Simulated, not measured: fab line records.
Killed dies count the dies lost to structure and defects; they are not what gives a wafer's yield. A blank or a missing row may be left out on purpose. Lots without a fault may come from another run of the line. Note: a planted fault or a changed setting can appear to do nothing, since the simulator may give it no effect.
Which of the tools did it?    flow n5_finfet    21 lots with 63 wafers sampled at 6 steps, on a route of 1938 steps

WHAT EACH GAUGE READ, for each wafer
Not one reading of a measure or inspect step in the record can be checked against a usual standard deviation.

TOOL THAT RAN EACH LOT (tool first, then ch and the chambers of the sampled wafers, then the start)
lot   N5_HKMG_FIN_ETCHBACK_68           N5_GATE_CUT_ETCH_36                 N5_GATE_CUT_ETCH_37                 N5_GATE_CUT_CUT_ETCH_53            N5_GATE_CUT_CUT_ETCH_55            N5_GATE_CUT_ETCH_47
L074  rie_metal-03 ch 0,1, day 4 06:14  rie_diel-01 ch 0,2, day 4 11:47     rie_diel-01 ch 0,2, day 4 11:48     rie_metal-01 ch 0,1, day 4 12:07   rie_metal-01 ch 0,1, day 4 12:14   rie_metal-01 ch 0,1, day 4 12:16
L075  rie_metal-03 ch 0,1, day 4 16:59  rie_diel-02 ch 0,1, day 4 22:38     rie_diel-02 ch 0,1, day 4 22:40     rie_metal-03 ch 0,1, day 4 22:58   rie_metal-03 ch 0,1, day 4 23:05   rie_metal-03 ch 0,1, day 4 23:07
L076  rie_metal-03 ch 0,1, day 4 21:37  rie_diel-05 ch 1,2, day 5 03:47     rie_diel-05 ch 1,2, day 5 03:49     rie_metal-02 ch 0,1, day 5 04:08   rie_metal-02 ch 0,1, day 5 04:15   rie_metal-02 ch 0,1, day 5 04:17
L078  rie_metal-01 ch 0,1, day 5 09:37  rie_diel-05 ch 0,3, day 5 15:09     rie_diel-05 ch 0,3, day 5 15:11     rie_metal-01 ch 0,1, day 5 15:29   rie_metal-01 ch 0,1, day 5 15:37   rie_metal-01 ch 0,1, day 5 15:38
L079  rie_metal-01 ch 0,1, day 5 12:08  rie_diel-05 ch 0,2,3, day 5 17:40   rie_diel-05 ch 0,2,3, day 5 17:41   rie_metal-01 ch 0,1, day 5 18:00   rie_metal-01 ch 0,1, day 5 18:07   rie_metal-01 ch 0,1, day 5 18:09
L081  rie_metal-02 ch 1, day 5 22:03    rie_diel-05 ch 1,3, day 6 03:37     rie_diel-05 ch 1,3, day 6 03:39     rie_metal-01 ch 0,1, day 6 03:58   rie_metal-01 ch 0,1, day 6 04:05   rie_metal-01 ch 0,1, day 6 04:07
L082  rie_metal-01 ch 0, day 6 08:55    rie_diel-05 ch 0,1,2, day 6 14:34   rie_diel-05 ch 0,1,2, day 6 14:36   rie_metal-03 ch 1, day 6 14:55     rie_metal-03 ch 1, day 6 15:02     rie_metal-03 ch 1, day 6 15:04
L083  rie_metal-02 ch 0,1, day 6 13:31  rie_diel-02 ch 0,2,3, day 6 19:08   rie_diel-02 ch 0,2,3, day 6 19:10   rie_metal-02 ch 0,1, day 6 19:29   rie_metal-02 ch 0,1, day 6 19:36   rie_metal-02 ch 0,1, day 6 19:38
L084  rie_metal-02 ch 0,1, day 6 21:06  rie_diel-02 ch 0,3, day 7 02:43     rie_diel-02 ch 0,3, day 7 02:44     rie_metal-01 ch 0,1, day 7 03:04   rie_metal-01 ch 0,1, day 7 03:11   rie_metal-01 ch 0,1, day 7 03:13
L085  rie_metal-03 ch 0,1, day 7 03:36  rie_diel-01 ch 0,2,3, day 7 09:33   rie_diel-01 ch 0,2,3, day 7 09:34   rie_metal-02 ch 0,1, day 7 09:54   rie_metal-02 ch 0,1, day 7 10:01   rie_metal-02 ch 0,1, day 7 10:02
L086  rie_metal-03 ch 0, day 7 07:44    rie_diel-01 ch 2,3, day 7 13:24     rie_diel-01 ch 2,3, day 7 13:25     rie_metal-02 ch 0,1, day 7 13:44   rie_metal-02 ch 0,1, day 7 13:51   rie_metal-02 ch 0,1, day 7 13:53
L088  rie_metal-02 ch 0,1, day 7 23:35  rie_diel-05 ch 0,1,3, day 8 05:07   rie_diel-05 ch 0,1,3, day 8 05:09   rie_metal-02 ch 0,1, day 8 05:29   rie_metal-02 ch 0,1, day 8 05:35   rie_metal-02 ch 0,1, day 8 05:37
L089  rie_metal-01 ch 0,1, day 8 01:43  rie_diel-02 ch 0,1,3, day 8 08:16   rie_diel-02 ch 0,1,3, day 8 08:17   rie_metal-03 ch 0,1, day 8 08:36   rie_metal-03 ch 0,1, day 8 08:43   rie_metal-03 ch 0,1, day 8 08:45
L090  rie_metal-03 ch 0,1, day 8 09:00  rie_diel-05 ch 1,3, day 8 14:52     rie_diel-05 ch 1,3, day 8 14:54     rie_metal-02 ch 0,1, day 8 15:13   rie_metal-02 ch 0,1, day 8 15:20   rie_metal-02 ch 0,1, day 8 15:22
L091  rie_metal-02 ch 0,1, day 8 14:24  rie_diel-02 ch 1,2,3, day 8 20:25   rie_diel-02 ch 1,2,3, day 8 20:26   rie_metal-02 ch 0,1, day 8 20:45   rie_metal-02 ch 0,1, day 8 20:52   rie_metal-02 ch 0,1, day 8 20:54
L092  rie_metal-01 ch 0,1, day 8 20:45  rie_diel-01 ch 2,3, day 9 02:32     rie_diel-01 ch 2,3, day 9 02:34     rie_metal-03 ch 1, day 9 02:53     rie_metal-03 ch 1, day 9 03:00     rie_metal-03 ch 1, day 9 03:02
L093  rie_metal-02 ch 0,1, day 9 00:38  rie_diel-01 ch 2,3, day 9 06:27     rie_diel-01 ch 2,3, day 9 06:28     rie_metal-02 ch 0,1, day 9 06:47   rie_metal-02 ch 0,1, day 9 06:55   rie_metal-02 ch 0,1, day 9 06:56
L094  rie_metal-01 ch 0,1, day 9 10:31  rie_diel-01 ch 0,2, day 9 16:13     rie_diel-01 ch 0,2, day 9 16:17     rie_metal-02 ch 0,1, day 9 16:44   rie_metal-02 ch 0,1, day 9 16:50   rie_metal-02 ch 0,1, day 9 16:52
L095  rie_metal-02 ch 0,1, day 9 13:01  rie_diel-05 ch 1,2,3, day 9 18:41   rie_diel-05 ch 1,2,3, day 9 18:43   rie_metal-03 ch 0,1, day 9 19:01   rie_metal-03 ch 0,1, day 9 19:08   rie_metal-03 ch 0,1, day 9 19:10
L096  rie_metal-03 ch 0,1, day 9 18:17  rie_diel-05 ch 0,1,3, day 9 23:56   rie_diel-05 ch 0,1,3, day 9 23:58   rie_metal-02 ch 0,1, day 10 00:19  rie_metal-02 ch 0,1, day 10 00:28  rie_metal-02 ch 0,1, day 10 00:30
L097  rie_metal-02 ch 0,1, day 9 23:22  rie_diel-05 ch 0,1,3, day 10 05:23  rie_diel-05 ch 0,1,3, day 10 05:25  rie_metal-02 ch 0,1, day 10 05:43  rie_metal-02 ch 0,1, day 10 05:50  rie_metal-02 ch 0,1, day 10 05:52
- N5_HKMG_FIN_ETCHBACK_68: etches the open film in Cl2/Ar, stops on HfO2, target depth 0.5 nm.
- N5_GATE_CUT_ETCH_36: etches SiARC in CF4, target depth 13 nm, time 21.7 s.
- N5_GATE_CUT_ETCH_37: etches SOC in N2/H2, target depth 60 nm, overetch 12 nm, time 90 s.
- N5_GATE_CUT_CUT_ETCH_53: etches W in SF6/Cl2, target depth 79.2 nm.
- N5_GATE_CUT_CUT_ETCH_55: etches HfO2 in BCl3, target depth 3.2 nm.
- N5_GATE_CUT_ETCH_47: etches SiO2 in Cl2/BCl3, target depth 10 nm.

AS READ BY THE TOOLS THEMSELVES (means over the sampled wafers that have a number; for cases with no such wafer, the mark the record gives instead)
N5_HKMG_FIN_ETCHBACK_68. Usual: drypump_motor_current_A 5.6 A, standard deviation 0.58; oes_product_au 0.72 a.u., standard deviation 0.094; throttle_valve_pct 20.86 %, standard deviation 0.2.
lot   tool          drypump_motor_current_A (A)  oes_product_au (a.u.)  throttle_valve_pct (%)  flag
L074  rie_metal-03  5.2                          0.74                   20.76                   
L075  rie_metal-03  5.2                          0.67                   20.91                   
L076  rie_metal-03  5.2                          0.68                   20.89                   
L078  rie_metal-01  6.2                          0.70                   21.06                   
L079  rie_metal-01  5.6                          0.68                   20.94                   
L081  rie_metal-02  5.9                          0.66                   20.94                   
L082  rie_metal-01  6.7                          0.78                   21.11                   
L083  rie_metal-02  5.8                          0.72                   20.81                   
L084  rie_metal-02  5.8                          0.73                   20.80                   
L085  rie_metal-03  5.2                          0.72                   20.77                   
L086  rie_metal-03  5.3                          0.62                   21.05                   
L088  rie_metal-02  5.8                          0.72                   20.83                   
L089  rie_metal-01  6.2                          0.72                   21.03                   
L090  rie_metal-03  5.2                          0.72                   20.78                   
L091  rie_metal-02  5.8                          0.72                   20.81                   
L092  rie_metal-01  5.6                          0.67                   20.96                   
L093  rie_metal-02  5.8                          0.72                   20.82                   
L094  rie_metal-01  6.2                          0.71                   21.04                   
L095  rie_metal-02  5.8                          0.78                   20.71                   
L096  rie_metal-03  5.2                          0.66                   20.92                   
L097  rie_metal-02  5.8                          0.78                   20.70                   

N5_GATE_CUT_ETCH_36. Usual: drypump_motor_current_A 5.8 A, standard deviation 0.4; etch_rf_on_time_s 21.8 s, standard deviation 0.48; oes_product_au 0.66 a.u., standard deviation 0.081; rf_vpp_V 184.4 V, standard deviation 1.2; showerhead_plenum_p_Torr 2.17 Torr, standard deviation 0.066; throttle_valve_pct 15.70 %, standard deviation 0.2.
lot   tool         drypump_motor_current_A (A)  etch_rf_on_time_s (s)  oes_product_au (a.u.)  rf_vpp_V (V)  showerhead_plenum_p_Torr (Torr)  throttle_valve_pct (%)  flag
L074  rie_diel-01  6.2                          21.9                   0.72                   182.8         2.13                             15.76                   
L075  rie_diel-02  5.6                          22.7                   0.59                   184.5         2.22                             15.85                   
L076  rie_diel-05  5.3                          21.6                   0.66                   182.9         2.10                             15.53                   
L078  rie_diel-05  6.0                          22.1                   0.60                   185.2         2.21                             15.84                   
L079  rie_diel-05  5.6                          21.8                   0.62                   185.5         2.16                             15.73                   
L081  rie_diel-05  5.9                          21.7                   0.62                   184.5         2.18                             15.78                   
L082  rie_diel-05  5.7                          21.7                   0.64                   184.4         2.14                             15.67                   
L083  rie_diel-02  6.0                          21.9                   0.68                   185.0         2.20                             15.65                   
L084  rie_diel-02  5.8                          22.0                   0.70                   185.4         2.23                             15.78                   
L085  rie_diel-01  6.0                          21.8                   0.70                   183.1         2.13                             15.75                   
L086  rie_diel-01  5.8                          21.7                   0.70                   183.5         2.13                             15.71                   
L088  rie_diel-05  5.9                          22.0                   0.61                   185.0         2.19                             15.80                   
L089  rie_diel-02  5.8                          21.7                   0.74                   184.4         2.23                             15.59                   
L090  rie_diel-05  5.9                          21.8                   0.61                   185.3         2.17                             15.80                   
L091  rie_diel-02  6.1                          21.5                   0.72                   184.1         2.19                             15.44                   
L092  rie_diel-01  5.8                          20.8                   0.83                   184.5         2.24                             15.48                   
L093  rie_diel-01  5.8                          21.1                   0.82                   184.7         2.24                             15.48                   
L094  rie_diel-01  6.0                          21.2                   0.80                   184.7         2.24                             15.53                   
L095  rie_diel-05  5.6                          21.6                   0.62                   184.6         2.13                             15.71                   
L096  rie_diel-05  6.0                          22.0                   0.60                   184.3         2.18                             15.83                   
L097  rie_diel-05  6.0                          22.0                   0.60                   183.3         2.18                             15.82                   

N5_GATE_CUT_ETCH_37. Usual: drypump_motor_current_A 5.8 A, standard deviation 0.4; h2_flow_sccm 200.0 sccm, standard deviation 0.68; oes_product_au 0.70 a.u., standard deviation 0.079; rf_vpp_V 524.8 V, standard deviation 2.3; showerhead_plenum_p_Torr 2.58 Torr, standard deviation 0.089; throttle_valve_pct 17.86 %, standard deviation 0.22.
lot   tool         drypump_motor_current_A (A)  h2_flow_sccm (sccm)  oes_product_au (a.u.)  rf_vpp_V (V)  showerhead_plenum_p_Torr (Torr)  throttle_valve_pct (%)  flag
L074  rie_diel-01  6.1                          199.4                0.75                   524.1         2.54                             17.99                   
L075  rie_diel-02  5.6                          200.5                0.64                   525.6         2.62                             18.00                   
L076  rie_diel-05  5.3                          199.8                0.69                   521.9         2.46                             17.60                   
L078  rie_diel-05  6.0                          200.3                0.64                   526.5         2.62                             17.99                   
L079  rie_diel-05  5.6                          199.6                0.65                   525.3         2.55                             17.85                   
L081  rie_diel-05  5.8                          199.8                0.65                   525.4         2.59                             17.88                   
L082  rie_diel-05  5.7                          200.3                0.67                   524.5         2.53                             17.77                   
L083  rie_diel-02  6.0                          200.3                0.72                   525.7         2.63                             17.91                   
L084  rie_diel-02  5.7                          200.1                0.73                   527.9         2.67                             18.05                   
L085  rie_diel-01  6.0                          200.4                0.73                   522.6         2.52                             17.89                   
L086  rie_diel-01  5.8                          199.6                0.73                   522.8         2.51                             17.79                   
L088  rie_diel-05  6.0                          199.6                0.64                   525.6         2.59                             17.93                   
L089  rie_diel-02  5.8                          200.1                0.78                   527.5         2.65                             17.84                   
L090  rie_diel-05  5.8                          200.4                0.64                   525.7         2.58                             17.90                   
L091  rie_diel-02  6.1                          200.0                0.75                   525.1         2.61                             17.71                   
L092  rie_diel-01  5.8                          200.4                0.85                   526.7         2.65                             17.56                   
L093  rie_diel-01  5.8                          200.0                0.85                   526.9         2.65                             17.56                   
L094  rie_diel-01  6.0                          199.6                0.83                   526.9         2.66                             17.69                   
L095  rie_diel-05  5.6                          200.1                0.65                   523.7         2.51                             17.79                   
L096  rie_diel-05  6.0                          200.3                0.64                   524.8         2.58                             17.94                   
L097  rie_diel-05  6.0                          199.9                0.63                   524.5         2.58                             17.94                   

N5_GATE_CUT_CUT_ETCH_53. Usual: drypump_motor_current_A 5.7 A, standard deviation 0.48; etch_rf_on_time_s 26.7 s, standard deviation 0.66; oes_product_au 0.66 a.u., standard deviation 0.09; throttle_valve_pct 28.81 %, standard deviation 0.29.
lot   tool          drypump_motor_current_A (A)  etch_rf_on_time_s (s)  oes_product_au (a.u.)  throttle_valve_pct (%)  flag
L074  rie_metal-01  5.6                          26.1                   0.63                   28.99                   
L075  rie_metal-03  5.2                          25.9                   0.67                   28.87                   
L076  rie_metal-02  5.7                          27.2                   0.73                   28.58                   
L078  rie_metal-01  6.1                          26.3                   0.66                   29.16                   
L079  rie_metal-01  5.6                          26.4                   0.62                   29.01                   
L081  rie_metal-01  5.6                          26.2                   0.62                   29.00                   
L082  rie_metal-03  5.1                          25.4                   0.72                   28.88                   
L083  rie_metal-02  5.8                          26.8                   0.73                   28.58                   
L084  rie_metal-01  5.6                          25.9                   0.62                   29.00                   
L085  rie_metal-02  5.8                          27.1                   0.66                   28.79                   
L086  rie_metal-02  5.8                          27.3                   0.65                   28.77                   
L088  rie_metal-02  5.8                          27.4                   0.65                   28.79                   
L089  rie_metal-03  5.2                          26.7                   0.61                   28.88                   
L090  rie_metal-02  5.7                          26.8                   0.72                   28.59                   
L091  rie_metal-02  5.8                          27.0                   0.65                   28.78                   
L092  rie_metal-03  5.1                          25.2                   0.71                   28.88                   
L093  rie_metal-02  5.8                          27.1                   0.71                   28.58                   
L094  rie_metal-02  5.7                          26.9                   0.71                   28.59                   
L095  rie_metal-03  5.2                          26.1                   0.65                   28.88                   
L096  rie_metal-02  5.8                          27.3                   0.64                   28.79                   
L097  rie_metal-02  5.8                          27.1                   0.64                   28.78                   

N5_GATE_CUT_CUT_ETCH_55. Usual: drypump_motor_current_A 5.7 A, standard deviation 0.48; oes_product_au 0.74 a.u., standard deviation 0.099; throttle_valve_pct 33.02 %, standard deviation 0.21.
lot   tool          drypump_motor_current_A (A)  oes_product_au (a.u.)  throttle_valve_pct (%)  flag
L074  rie_metal-01  5.6                          0.68                   33.35                   
L075  rie_metal-03  5.1                          0.75                   33.00                   
L076  rie_metal-02  5.7                          0.82                   32.86                   
L078  rie_metal-01  6.2                          0.73                   33.44                   
L079  rie_metal-01  5.6                          0.68                   33.35                   
L081  rie_metal-01  5.6                          0.68                   33.36                   
L082  rie_metal-03  5.1                          0.79                   33.02                   
L083  rie_metal-02  5.8                          0.81                   32.86                   
L084  rie_metal-01  5.6                          0.68                   33.35                   
L085  rie_metal-02  5.8                          0.74                   32.91                   
L086  rie_metal-02  5.8                          0.74                   32.90                   
L088  rie_metal-02  5.8                          0.73                   32.91                   
L089  rie_metal-03  5.2                          0.68                   32.99                   
L090  rie_metal-02  5.8                          0.80                   32.85                   
L091  rie_metal-02  5.8                          0.73                   32.90                   
L092  rie_metal-03  5.1                          0.78                   33.03                   
L093  rie_metal-02  5.8                          0.79                   32.86                   
L094  rie_metal-02  5.7                          0.79                   32.86                   
L095  rie_metal-03  5.2                          0.72                   33.02                   
L096  rie_metal-02  5.8                          0.72                   32.92                   
L097  rie_metal-02  5.8                          0.71                   32.91                   

N5_GATE_CUT_ETCH_47. Usual: drypump_motor_current_A 5.7 A, standard deviation 0.48; oes_product_au 0.74 a.u., standard deviation 0.099; throttle_valve_pct 22.78 %, standard deviation 0.23.
lot   tool          drypump_motor_current_A (A)  oes_product_au (a.u.)  throttle_valve_pct (%)  flag
L074  rie_metal-01  5.6                          0.69                   22.94                   
L075  rie_metal-03  5.2                          0.73                   22.72                   
L076  rie_metal-02  5.8                          0.82                   22.61                   
L078  rie_metal-01  6.2                          0.73                   23.01                   
L079  rie_metal-01  5.6                          0.68                   22.95                   
L081  rie_metal-01  5.6                          0.68                   22.95                   
L082  rie_metal-03  5.1                          0.79                   22.61                   
L083  rie_metal-02  5.8                          0.81                   22.61                   
L084  rie_metal-01  5.6                          0.68                   22.96                   
L085  rie_metal-02  5.8                          0.73                   22.76                   
L086  rie_metal-02  5.8                          0.74                   22.76                   
L088  rie_metal-02  5.8                          0.73                   22.77                   
L089  rie_metal-03  5.3                          0.67                   22.85                   
L090  rie_metal-02  5.7                          0.80                   22.61                   
L091  rie_metal-02  5.8                          0.72                   22.77                   
L092  rie_metal-03  5.1                          0.78                   22.61                   
L093  rie_metal-02  5.7                          0.79                   22.62                   
L094  rie_metal-02  5.8                          0.78                   22.61                   
L095  rie_metal-03  5.2                          0.72                   22.75                   
L096  rie_metal-02  5.8                          0.72                   22.78                   
L097  rie_metal-02  5.8                          0.73                   22.78                   

THE ANSWER, worked out from the rows above alone
Rule: a lot is off if the mean of its wafers that have a number lies more than 3 standard deviations from the usual mean. A lot without any number at a reading at which 4 lots or more have one is off too. Any other lot the step has rows for is counted as sound. After the gauges, taken in route order, come the tools' own readings; for these a lot's mean is taken, as printed above. At the first step where some lot is off, the reading lying furthest off is the one used; lots without a number count as furthest.
Nothing can be told from this: no lot is off at any reading shown.

WHAT THE SIMULATOR PUT IN
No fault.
